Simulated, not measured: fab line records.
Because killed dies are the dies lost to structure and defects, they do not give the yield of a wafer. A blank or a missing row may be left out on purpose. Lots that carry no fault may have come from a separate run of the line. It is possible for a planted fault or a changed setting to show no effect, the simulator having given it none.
Matching of chambers -- flow n5 finfet -- N5_DUMMY_GATE_ETCH_23 on rie si-02: 4 sister chambers
The step etches poly-Si in HBr/Cl2/O2, target depth 41 nm, time 22.3 s. 4 wafers are shown with their chamber, then 9 later ones without.

WAFERS, EACH WITH ITS CHAMBER
wafer,chamber,drypump motor current A (A)
L084.2,3,6.5
L084.5,0,5.0
L085.2,1,5.7
L085.6,2,6.7

WAFERS WITH NO CHAMBER GIVEN
wafer,drypump motor current A (A)
L090.3,6.6
L090.4,5.7
L090.5,6.5
L094.1,6.7
L094.3,5.7
L094.4,6.6
L097.2,5.7
L097.3,6.5
L097.4,5.0

EACH ONE'S CHAMBER
wafer,from the rows above,in truth
L090.3,can't be placed: 3 or 2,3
L090.4,1,1
L090.5,3,3
L094.1,2,2
L094.3,1,1
L094.4,can't be placed: 3 or 2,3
L097.2,1,1
L097.3,3,3
L097.4,0,0
Correctly placed: 7 of 9. Can't be placed from these rows: 2 (the true chamber is among the candidates in 2). 0 placed wrongly.
How it was worked out, from the rows above alone: a wafer's distance from a chamber is the root of the sum, over the readings, of the square of ((its reading less the chamber's mean) divided by the reading's scatter). The wafer belongs to the nearest chamber; if the next one is less than 2 further off, it can't be placed. Each chamber's mean is taken over the wafers shown for it. The scatter: root of mean squared gap, hidden wafer to nearest shown wafer, with one shown wafer a chamber.
